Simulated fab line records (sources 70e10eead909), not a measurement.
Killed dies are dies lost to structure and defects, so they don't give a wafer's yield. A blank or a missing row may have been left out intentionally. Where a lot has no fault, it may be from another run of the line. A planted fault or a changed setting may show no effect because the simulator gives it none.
A struck lot beside a sound one / flow nandHarc / 13 steps out of a route of 1302
Sound: the wafers L657.1, L657.2, L657.4. Struck: wafer L663.6 (L663.2, L663.3, from the same lot, were not struck and are left out); the cause is given at the end.
At each step with rows: each side's tool, then ch and its chambers, then its first start. Under that, the readings that differ: sound wafers / struck wafers / difference of the means / sigmas: that difference in standard deviations of wafers without a fault.
alike: same words and numbers on both sides, and readings whose means sit less than 2 such deviations apart. not compared: any withheld reading, any reading some wafer has no value for, any bound like >300 that may hide the same value, and any number with overlapping values for which the record gives no deviation.
The two part at a step that has a row with sigmas, a row that says differs or no value, or rows on one side only. Numbers that have no deviation but don't overlap get no sigmas and don't part them. A reading missing from all wafers of one side parts the sides only when that side holds two or more wafers.

first, 3 steps without rows for these wafers: NHARC_A_STAIRCASE_PEB_215 (peb time 130 s); NHARC_A_STAIRCASE_DEVELOP_216 (time 140 s); NHARC_A_STAIRCASE_HARDBAKE_218 (time 140 s).
NHARC_A_STAIRCASE_DESCUM_219: chemistry O2, time 3 s.
  sound on rieDiel-11 ch 0,2,3, day 19 01:46; struck on rieDiel-13 ch 3, day 21 12:56
reading=throttleValvePct (%); sound=11.316 11.298 11.310; struck=11.326; difference=+0.018; sigmas=+2
  alike: drypumpMotorCurrentA, oesProductAu, rfVppV, showerheadPlenumPTorr
  not compared: rfHoursCounterH
NHARC_A_STAIRCASE_TRIM_220: chemistry O2, time 211.2 s.
  sound on rieDiel-11 ch 0,1,3, day 19 01:52; struck on rieDiel-13 ch 2, day 21 13:00
reading=rfVppV (V); sound=55.9 56.6 57.3; struck=59.7; difference=+3.1; sigmas=+3
reading=showerheadPlenumPTorr (Torr); sound=3.57 3.31 3.44; struck=3.78; difference=+0.34; sigmas=+2
  alike: drypumpMotorCurrentA, oesProductAu, throttleValvePct
  not compared: rfHoursCounterH
then, 1 step without rows for these wafers: NHARC_A_STAIRCASE_ETCH_221 (etches the open film in C4F8/O2, target depth 100 nm, time 40.5 s).
NHARC_A_STAIRCASE_TRIM_222: chemistry O2, time 211.2 s.
  sound: rieDiel-11 ch 0,2,3; struck: rieDiel-13 ch 3
  alike: drypumpMotorCurrentA, oesProductAu, rfVppV, showerheadPlenumPTorr, throttleValvePct
  not compared: rfHoursCounterH
NHARC_A_STAIRCASE_ETCH_223: etches the open film in C4F8/O2, target depth 100 nm, time 40.5 s.
  sound: rieDiel-11 ch 0,2,3; struck: rieDiel-13 ch 1
  alike: oesProductAu, rfFwdPowerW, rfVppV
  not compared: rfHoursCounterH
then, 2 steps without rows for these wafers: NHARC_A_STAIRCASE_TRIM_224 (chemistry O2, time 211.2 s); NHARC_A_STAIRCASE_ETCH_225 (etches the open film in C4F8/O2, target depth 100 nm, time 40.5 s).
NHARC_A_STAIRCASE_TRIM_226: chemistry O2, time 211.2 s.
  sound: rieDiel-11 ch 0,2,3; struck: rieDiel-13 ch 0
reading=drypumpMotorCurrentA (A); sound=6.6 6.1 6.2; struck=5.1; difference=-1.2; sigmas=-2
  alike: oesProductAu, rfVppV, showerheadPlenumPTorr, throttleValvePct
  not compared: rfHoursCounterH
NHARC_A_STAIRCASE_ETCH_227: etches the open film in C4F8/O2, target depth 100 nm, time 40.5 s.
  sound on rieDiel-11 ch 0,2,3, day 19 02:44; struck on rieDiel-13 ch 3, day 21 13:51
reading=oesProductAu (a.u.); sound=0.943 0.949 0.939; struck=0.720; difference=-0.224; sigmas=-15
reading=rfFwdPowerW (W); sound=590.9 590.7 597.1; struck=350.0; difference=-242.9; sigmas=-81
  alike: rfVppV
  not compared: rfHoursCounterH
-- record jumps: 8 days between struck wafers' starts before vs after; left off in module A_STAIRCASE, resumes in module END, first step shown is number 1302 of the route --
NHARC_END_SORT_01:
  sound on prober-01 ch 0, day 27 08:13; struck on prober-02 ch 0, day 29 18:54
reading=hold; sound=- - -; struck=awaitDispo/1.5h/release; difference=no value on the sound wafers; sigmas=
reading=killedAtArray; sound=71 51 55; struck=667; difference=+608; sigmas=+36
reading=killedDies; sound=72 58 56; struck=677; difference=+615; sigmas=+34
reading=killedShort; sound=9 4 4; struck=2; difference=-4; sigmas=-2
  alike: killedAtOther, killedAtPeriphery, killedOpen

## WHERE THEY PART
Earliest at NHARC_A_STAIRCASE_DESCUM_219; latest, in this record, at NHARC_END_SORT_01.

WHY: what had been put in by the simulator
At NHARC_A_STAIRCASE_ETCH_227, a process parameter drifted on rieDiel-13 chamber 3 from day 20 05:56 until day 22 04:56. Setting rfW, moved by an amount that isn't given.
